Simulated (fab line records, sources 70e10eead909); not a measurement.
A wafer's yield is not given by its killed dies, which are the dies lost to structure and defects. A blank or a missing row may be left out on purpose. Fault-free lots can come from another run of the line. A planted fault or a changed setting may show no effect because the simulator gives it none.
fab line records ; flow nandHarc
record lots=6; wafers=18; lastDay=24
route steps=1159 shown A_STAIRCASE@729 END@1159
lots with no fault: from the same line, run without faults
startH: hours from the record's opening day to when the first of the lot's shown wafers began ; waitH: how many hours have passed since the lot's step before this one ; " the same as in the row above ; L1.1+2: one row covering several wafers at once ; - value missing, or start not given ; * or withheld: withheld ; < > ~ a bound
route shown NAME@n: names a module that has steps shown in the file, with the first one's number in the route ; usual: average and standard deviation across the fault-free wafers ; same: alike in all rows ; chamber/n: place in a boat ; sites: the reading at each site ; _std_site: the values' standard deviation ; _edge_site: outer sites' mean less inner sites' ; radiusMm: for every site, how far away it sits from the centre of the wafer ; mask NAME#n: copy n ; behind: tool/chamber where the wafer was last shaped ; hold: cause of the lot's hold/its duration in hours/its outcome ; device: names the non-switching transistor (n, p or np) ; end of line: the route-end tests of the same wafers ; a step with no rows: only its recipe ; killed: not the wafer's yield, but the dies lost to structure and defects at the first sort ; map: shows each die of a wafer: x if killed, . if not, _ if none is there
set.NAME: setting as actually run; set.NAME@STEP: the setting as run at that earlier step ; model.NAME: the simulator's own value behind a step, which no gauge read
lots seen at some steps along the route; tables by step, rows by wafer
services: a tool's chamber out of use, with start hour (startH, from the record's first day; less than 0 if before it), hours out, and reason
## steps
# step NHARC_A_STAIRCASE_STRIP_446
# recipe powerW=1500; tempC=250; chemistry=O2
# usual drypumpMotorCurrentA=5.3/0.34; heaterPowerW=372/29
lot.wafer;tool;chamber;startH;waitH;drypumpMotorCurrentA;heaterPowerW;rfHoursCounterH
L992.1;plasmaAsher-01;1;328.12;0.0;5.9;344;13
L992.3;plasmaAsher-01;1;328.12;0.0;5.9;344;-
L992.5;plasmaAsher-01;1;328.12;0.0;5.9;345;-
L995.1;plasmaAsher-02;0;356.84;0.2;5.3;363;58
L995.3;plasmaAsher-02;0;356.84;0.2;5.3;364;-
L995.5;plasmaAsher-02;1;356.84;0.2;5.0;405;-
L998.2;plasmaAsher-02;1;369.95;0.3;5.0;407;1
L998.4;plasmaAsher-02;0;369.95;0.3;5.3;364;-
L998.3;plasmaAsher-02;1;369.95;0.3;5.0;424;-
L999.3;plasmaAsher-02;0;382.88;0.3;5.3;360;-
L999.5;plasmaAsher-02;0;382.88;0.3;5.3;356;-
L999.6;plasmaAsher-02;1;382.88;0.3;5.0;419;-
L106.1;plasmaAsher-02;1;410.37;0.1;5.0;424;12
L106.4;plasmaAsher-02;1;410.37;0.1;5.0;406;-
L106.5;plasmaAsher-02;0;410.37;0.1;5.3;360;-
L109.3;plasmaAsher-02;0;440.10;0.2;5.4;356;-
L109.6;plasmaAsher-02;1;440.10;0.2;5.0;426;-
L109.5;plasmaAsher-02;0;440.10;0.2;5.3;351;-
# step NHARC_A_STAIRCASE_STRIP_447
# recipe timeS=900; tempC=130; chemistry=SPM
# step NHARC_A_STAIRCASE_PRECLEAN_448
# recipe timeS=*; tempC=50; bathAgeMin=0; chemistry=SC1
# step NHARC_A_STAIRCASE_SRD_449
# step NHARC_A_STAIRCASE_CMP_450
# recipe targetThkNm=200; material=SiO2
# step NHARC_A_STAIRCASE_CMP_152
# usual motorCurrentA=11.8/1.1
lot.wafer;tool;chamber;startH;waitH;motorCurrentA
L992.3;cmp-01;1;328.99;0.1;11.3
L992.1;cmp-01;3;328.99;0.1;10.7
L992.5;cmp-01;2;328.99;0.1;10.3
L995.3;cmp-02;1;357.71;0.1;12.5
L995.1;cmp-02;3;357.71;0.1;13.1
L995.5;cmp-02;1;357.71;0.1;12.5
L998.3;cmp-01;1;370.78;0.1;10.1
L998.2;cmp-01;2;370.78;0.1;10.3
L998.4;cmp-01;3;370.78;0.1;11.1
L999.3;cmp-01;0;383.68;0.1;12.3
L999.5;cmp-01;2;383.68;0.1;9.4
L999.6;cmp-01;3;383.68;0.1;10.6
L106.1;cmp-02;1;411.20;0.1;13.1
L106.4;cmp-02;2;411.20;0.1;12.0
L106.5;cmp-02;1;411.20;0.1;12.8
L109.3;cmp-01;2;440.86;0.1;10.1
L109.5;cmp-01;0;440.86;0.1;12.1
L109.6;cmp-01;1;440.86;0.1;10.8
# step NHARC_A_STAIRCASE_SRD_154
# step NHARC_A_STAIRCASE_ETCH_403
# recipe targetDepthA=1082; chemistry=dHF; material=SiO2
# step NHARC_A_STAIRCASE_ETCHBACK_422
# recipe targetDepthA=400; overEtchFrac=0.3; timeS=74.286; ionEnergyEv=120; ch3fFlowSccm=50; o2FlowSccm=30; arFlowSccm=200; rfW=500; biasW=100; chemistry=CH3F/O2
# usual drypumpMotorCurrentA=5.4/0.55; oesProductAu=0.95/0.039; rfVppV=244.9/1.7; showerheadPlenumPTorr=2.50/0.11; throttleValvePct=20.662/0.0092
lot.wafer;tool;chamber;startH;waitH;drypumpMotorCurrentA;oesProductAu;rfHoursCounterH;rfVppV;showerheadPlenumPTorr;throttleValvePct
L992.1;rieDiel-08;0;329.47;0.2;5.9;1.00;7;245.4;2.54;20.661
L992.3;rieDiel-08;1;329.47;0.2;6.5;1.00;9;244.9;2.51;20.652
L992.5;rieDiel-08;3;329.47;0.2;6.3;1.01;-;244.9;2.52;20.675
L995.3;rieDiel-02;0;358.17;0.1;5.7;0.98;6;244.9;2.63;20.660
L995.1;rieDiel-02;1;358.17;0.1;5.3;0.99;7;245.3;2.52;20.649
L995.5;rieDiel-02;0;358.17;0.1;5.7;0.99;-;247.2;2.63;20.677
L998.4;rieDiel-07;2;371.24;0.1;5.1;0.99;53;244.6;2.46;20.672
L998.3;rieDiel-07;3;371.24;0.1;5.7;0.99;49;242.3;2.30;20.671
L998.2;rieDiel-07;0;371.24;0.1;4.7;1.01;48;247.4;2.64;20.679
L999.3;rieDiel-07;0;384.13;0.1;4.7;0.99;54;246.8;2.64;20.662
L999.5;rieDiel-07;3;384.13;0.1;5.8;0.99;-;242.1;2.30;20.662
L999.6;rieDiel-07;0;384.13;0.1;4.7;1.01;-;246.4;2.64;20.665
L106.1;rieDiel-02;1;411.68;0.1;5.3;0.92;23;245.5;2.51;20.650
L106.4;rieDiel-02;2;411.68;0.1;6.3;0.91;23;243.4;2.47;20.674
L106.5;rieDiel-02;1;411.68;0.1;5.3;0.92;-;245.0;2.51;20.663
L109.3;rieDiel-02;0;441.32;0.2;5.7;0.92;31;246.7;2.62;20.663
L109.5;rieDiel-02;2;441.32;0.2;6.2;0.98;-;243.7;2.47;20.644
L109.6;rieDiel-02;3;441.32;0.2;5.4;1.00;-;246.8;2.65;20.657
# step NHARC_A_STAIRCASE_ETCH_423
# recipe targetDepthA=300; chemistry=dHF; material=SiO2
# step NHARC_A_STAIRCASE_ETCHBACK_157
# recipe targetDepthA=900; overEtchFrac=0.3; timeS=167.14; ionEnergyEv=120; ch3fFlowSccm=50; o2FlowSccm=30; arFlowSccm=200; rfW=500; biasW=100; chemistry=CH3F/O2
# usual drypumpMotorCurrentA=5.6/0.6; oesProductAu=0.966/0.027; rfVppV=244.7/1.7; showerheadPlenumPTorr=2.49/0.11; throttleValvePct=20.663/0.0084
lot.wafer;tool;chamber;startH;waitH;drypumpMotorCurrentA;oesProductAu;rfHoursCounterH;rfVppV;showerheadPlenumPTorr;throttleValvePct
L992.1;rieDiel-07;2;329.84;0.2;5.1;0.913;36;243.7;2.47;20.660
L992.3;rieDiel-07;3;329.84;0.2;5.8;0.922;33;242.7;2.30;20.660
L992.5;rieDiel-07;2;329.84;0.2;5.1;0.923;-;245.5;2.47;20.662
L995.1;rieDiel-02;3;358.57;0.2;5.4;0.998;5;247.5;2.66;20.674
L995.3;rieDiel-02;0;358.57;0.2;5.7;0.991;6;246.6;2.63;20.656
L995.5;rieDiel-02;2;358.57;0.2;6.3;0.989;-;244.6;2.48;20.667
L998.2;rieDiel-07;0;371.62;0.2;4.7;0.994;48;246.6;2.64;20.660
L998.3;rieDiel-07;2;371.62;0.2;5.1;0.993;53;243.8;2.46;20.668
L998.4;rieDiel-07;2;371.62;0.2;5.0;0.987;-;245.4;2.46;20.669
L999.3;rieDiel-08;1;384.57;0.2;6.5;0.932;30;244.5;2.51;20.669
L999.5;rieDiel-08;3;384.57;0.2;6.3;0.925;-;244.7;2.51;20.670
L999.6;rieDiel-08;0;384.57;0.2;6.0;0.926;-;247.6;2.53;20.651
L106.4;rieDiel-02;1;412.04;0.2;5.3;0.944;23;245.3;2.51;20.665
L106.1;rieDiel-02;2;412.04;0.2;6.3;0.940;23;244.3;2.47;20.657
L106.5;rieDiel-02;1;412.04;0.2;5.3;0.947;-;246.1;2.51;20.677
L109.3;rieDiel-07;2;441.71;0.2;5.1;0.963;11;244.7;2.46;20.665
L109.5;rieDiel-07;3;441.71;0.2;5.8;0.970;-;241.4;2.29;20.678
L109.6;rieDiel-07;0;441.71;0.2;4.7;0.966;-;244.9;2.63;20.669
# step NHARC_A_STAIRCASE_STRIP_475
# recipe timeS=20; o2FlowSccm=500; arFlowSccm=0; biasW=0; chemistry=O2
# usual biasW=0/0; chamberPressureMTorr=60.00/0.05; drypumpMotorCurrentA=5.5/0.6; oesProductAu=0.998/0.0079; rfVppV=57.9/0.95; showerheadPlenumPTorr=3.59/0.15; throttleValvePct=17.037/0.0099
lot.wafer;tool;chamber;startH;waitH;biasW;chamberPressureMTorr;drypumpMotorCurrentA;oesProductAu;rfHoursCounterH;rfVppV;showerheadPlenumPTorr;throttleValvePct
L992.1;rieDiel-07;0;330.03;-;0;60.02;4.8;1.020;33;57.0;3.79;17.032
L992.3;rieDiel-07;1;330.03;-;0;59.86;4.7;0.989;36;58.7;3.57;17.047
L992.5;rieDiel-07;1;330.03;-;0;59.99;4.8;0.998;-;57.1;3.57;17.044
L995.3;rieDiel-02;0;358.71;-;-;-;-;-;-;-;-;-
L995.1;rieDiel-02;3;358.71;-;-;-;-;-;-;-;-;-
L995.5;rieDiel-02;1;358.71;-;-;-;-;-;-;-;-;-
L998.2;rieDiel-07;0;371.82;0.2;-;-;-;-;-;-;-;-
L998.3;rieDiel-07;3;371.82;0.2;-;-;-;-;-;-;-;-
L998.4;rieDiel-07;2;371.82;0.2;-;-;-;-;-;-;-;-
L999.3;rieDiel-08;1;384.72;-;0;59.96;6.5;0.999;30;58.1;3.59;17.027
L999.6;rieDiel-08;0;384.72;-;0;60.02;6.0;1.000;-;57.7;3.63;17.044
L999.5;rieDiel-08;1;384.72;-;0;59.97;6.5;1.006;-;57.2;3.59;17.021
L106.4;rieDiel-02;0;412.23;-;0;60.02;5.7;0.994;24;58.1;3.76;17.037
L106.1;rieDiel-02;2;412.23;-;0;60.07;6.2;0.994;23;57.0;3.55;17.031
L106.5;rieDiel-02;0;412.23;-;0;60.05;5.7;1.000;-;58.6;3.76;17.011
L109.3;rieDiel-07;3;441.85;-;0;59.92;5.8;0.999;11;58.3;3.29;17.035
L109.5;rieDiel-07;0;441.85;-;0;60.06;4.8;0.998;-;57.1;3.77;17.043
L109.6;rieDiel-07;1;441.85;-;0;59.97;4.8;0.998;-;58.4;3.55;17.023
# step NHARC_A_STAIRCASE_DEP_471
# recipe targetThkA=1000; tempC=400; pressureTorr=6.5; rfW=900; teosFlowSccm=161.4; flowSccm=2650; targetThkNm=100; gas=O2; material=SiO2
# usual heaterPowerW=568/65; throttleValvePct=15.6/0.79
lot.wafer;tool;chamber;startH;waitH;heaterPowerW;throttleValvePct
L992.1;pecvd-03;1;330.26;-;582;16.4
L992.3;pecvd-03;2;330.26;-;568;14.4
L992.5;pecvd-03;2;330.26;-;566;14.3
L995.3;pecvd-03;1;358.81;-;595;16.1
L995.1;pecvd-03;2;358.81;-;514;14.4
L995.5;pecvd-03;0;358.81;-;565;15.4
L998.2;pecvd-01;1;371.97;0.1;606;15.9
L998.4;pecvd-01;0;371.97;0.1;523;14.5
L998.3;pecvd-01;1;371.97;0.1;616;15.7
L999.3;pecvd-02;2;384.87;-;651;15.6
L999.6;pecvd-02;1;384.87;-;581;15.8
L999.5;pecvd-02;2;384.87;-;668;15.5
L106.1;pecvd-03;1;412.36;-;577;16.7
L106.5;pecvd-03;0;412.36;-;546;15.4
L106.4;pecvd-03;2;412.36;-;458;14.4
L109.3;pecvd-01;0;441.96;-;495;14.5
L109.5;pecvd-01;2;441.96;-;764;16.4
L109.6;pecvd-01;1;441.96;-;566;15.1
# step NHARC_END_SORT_01
# recipe tempC=25
# usual killedAtArray=26/9.9; killedAtOther=0.8/1; killedAtPeriphery=2.8/2.2; killedDies=29/9.9; killedOpen=3.2/1.8; killedShort=2.1/1.4
# same grossDies=677
lot.wafer;tool;chamber;startH;waitH;killedAtArray;killedAtOther;killedAtPeriphery;killedDies;killedOpen;killedShort
L992.1;prober-02;0;488.70;2.5;12;1;4;17;3;3
L992.3;prober-02;0;490.30;3.1;16;0;3;19;2;1
L992.5;prober-02;0;491.90;3.7;13;1;3;17;4;3
L995.1;prober-01;0;490.28;2.5;33;0;3;36;5;1
L995.3;prober-01;0;491.88;3.1;51;0;3;54;6;6
L995.5;prober-01;0;493.48;3.7;33;0;3;36;2;0
L109.3;prober-01;0;575.18;3.1;21;1;6;28;3;2
L109.5;prober-01;0;576.77;3.7;21;1;8;30;3;3
L109.6;prober-01;0;577.57;4.0;13;2;10;25;5;4
# killed by level:class
L992.1 P_ZERO_WELL:chamberFilmFlake=4 A_CONTACT:geometricParticle:short=2 A_BLC:geometricParticle:open=2 A_CHANNEL_HOLE_D1:chamberFilmFlake=2 A_STAIRCASE:chamberFilmFlake=2 A_WL_FILL:geometricParticle:short=1 A_CONTACT:geometricParticle:open=1 A_ZERO_WELL:chamberFilmFlake=1
L995.1 A_CHANNEL_HOLE_D1:chamberFilmFlake=12 A_SLIT:chamberFilmFlake=9 A_CONTACT:chamberFilmFlake=5 A_CONTACT:geometricParticle:open=2 A_STAIRCASE:chamberFilmFlake=2 P_GATE:geometricParticle:open=1 P_M0:geometricParticle:open=1 A_ONON_D1:geometricParticle:open=1
L992.3 A_CHANNEL_HOLE_D1:chamberFilmFlake=4 P_ZERO_WELL:chamberFilmFlake=3 A_STAIRCASE:chamberFilmFlake=3 A_M1:chamberFilmFlake=2 A_CHANNEL_HOLE_D1:geometricParticle:open=1 A_CONTACT:geometricParticle:open=1 A_CONTACT:geometricParticle:short=1 A_ZERO_WELL:chamberFilmFlake=1
L995.3 A_CHANNEL_HOLE_D1:chamberFilmFlake=17 A_SLIT:chamberFilmFlake=16 A_CONTACT:chamberFilmFlake=5 A_ONON_D1:geometricParticle:short=2 A_CHANNEL_FILL_D1:geometricParticle:open=2 A_WL_FILL:geometricParticle:open=2 A_M0:geometricParticle:short=2 A_STAIRCASE:chamberFilmFlake=2
L992.5 A_CHANNEL_HOLE_D1:chamberFilmFlake=3 A_ZERO_WELL:chamberFilmFlake=2 A_WL_FILL:chamberFilmFlake=2 P_STI:geometricParticle:short=1 P_GATE:geometricParticle:open=1 A_ONON_D1:geometricParticle:short=1 A_CHANNEL_HOLE_D1:geometricParticle:short=1 A_CHANNEL_FILL_D1:geometricParticle:open=1
L995.5 A_CHANNEL_HOLE_D1:chamberFilmFlake=14 A_SLIT:chamberFilmFlake=11 A_CONTACT:chamberFilmFlake=5 A_STAIRCASE:chamberFilmFlake=2 P_GATE:geometricParticle:open=1 A_BLC:geometricParticle:open=1 P_ZERO_WELL:chamberFilmFlake=1 P_STI:chamberFilmFlake=1
L109.3 A_CHANNEL_HOLE_D1:chamberFilmFlake=13 A_CONTACT:chamberFilmFlake=3 P_M1:chamberFilmFlake=2 P_GATE:geometricParticle:open=1 P_M2:geometricParticle:short=1 A_CHANNEL_FILL_D1:geometricParticle:short=1 A_CHANNEL_FILL_D1:geometricParticle:open=1 A_WL_FILL:geometricParticle:open=1
L109.5 A_CHANNEL_HOLE_D1:chamberFilmFlake=8 A_CONTACT:chamberFilmFlake=7 P_M1:chamberFilmFlake=5 P_CONTACT:geometricParticle:open=1 P_M2:geometricParticle:open=1 A_ONON_D1:geometricParticle:open=1 A_ONON_D1:geometricParticle:short=1 A_CHANNEL_FILL_D1:geometricParticle:short=1
L109.6 P_M1:chamberFilmFlake=4 A_STAIRCASE:chamberFilmFlake=4 A_CONTACT:chamberFilmFlake=4 A_CHANNEL_HOLE_D1:chamberFilmFlake=2 P_ZERO_WELL:geometricParticle:short=1 P_CONTACT:geometricParticle:open=1 P_M0:geometricParticle:open=1 P_M0:geometricParticle:short=1
## services
tool;chamber;startH;hours;kind
cmp-01;-;306.47;0.4;repair
rieDiel-07;0;311.68;-;clean
rieDiel-07;1;311.68;-;clean
rieDiel-07;2;311.68;-;clean
rieDiel-07;3;311.68;-;clean
cmp-02;-;321.31;2.2;repair
cmp-02;-;324.71;4.0;pm
rieDiel-02;-;327.77;9.0;pm
pecvd-02;-;334.07;13.0;pm
rieDiel-02;3;338.36;6.1;repair
cmp-02;-;358.01;1.1;repair
plasmaAsher-02;-;360.25;9.0;pm
pecvd-01;2;362.14;21.4;repair
rieDiel-07;1;371.43;2.3;repair
pecvd-03;0;373.80;4.0;repair
cmp-01;-;375.65;4.0;pm
cmp-02;-;389.05;1.1;repair
rieDiel-07;-;406.41;9.0;pm
cmp-01;-;412.07;3.7;repair
pecvd-03;0;417.01;3.6;repair
pecvd-01;-;418.18;13.0;pm
cmp-02;-;422.71;4.0;pm
rieDiel-02;0;429.35;9.5;repair
plasmaAsher-02;-;431.85;0.8;repair
## key
firstSign step=NHARC_A_STAIRCASE_STRIP_475; reading=toolRecord; direction=missing
effect none on later readings
metAt NHARC_A_STAIRCASE_STRIP_475
struckWafers L995.1,L995.3,L995.5,L998.2,L998.3,L998.4
testerLeftOut L995,L998
onsetBetween 330.03 358.71
fault kind=skippedStepWhole; tool=rieDiel-02,rieDiel-07; chamber=-; onsetH=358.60; steps=NHARC_A_STAIRCASE_STRIP_475; scope=struckLotsOnly
# testerLeftOut: of these lots the tester's yield and bins aren't shown, on N5 and GAA mostly nor the transistor test; their killed dies are dies lost to structure and defects alone, not to doping, threshold or leakage, so they don't give the yield
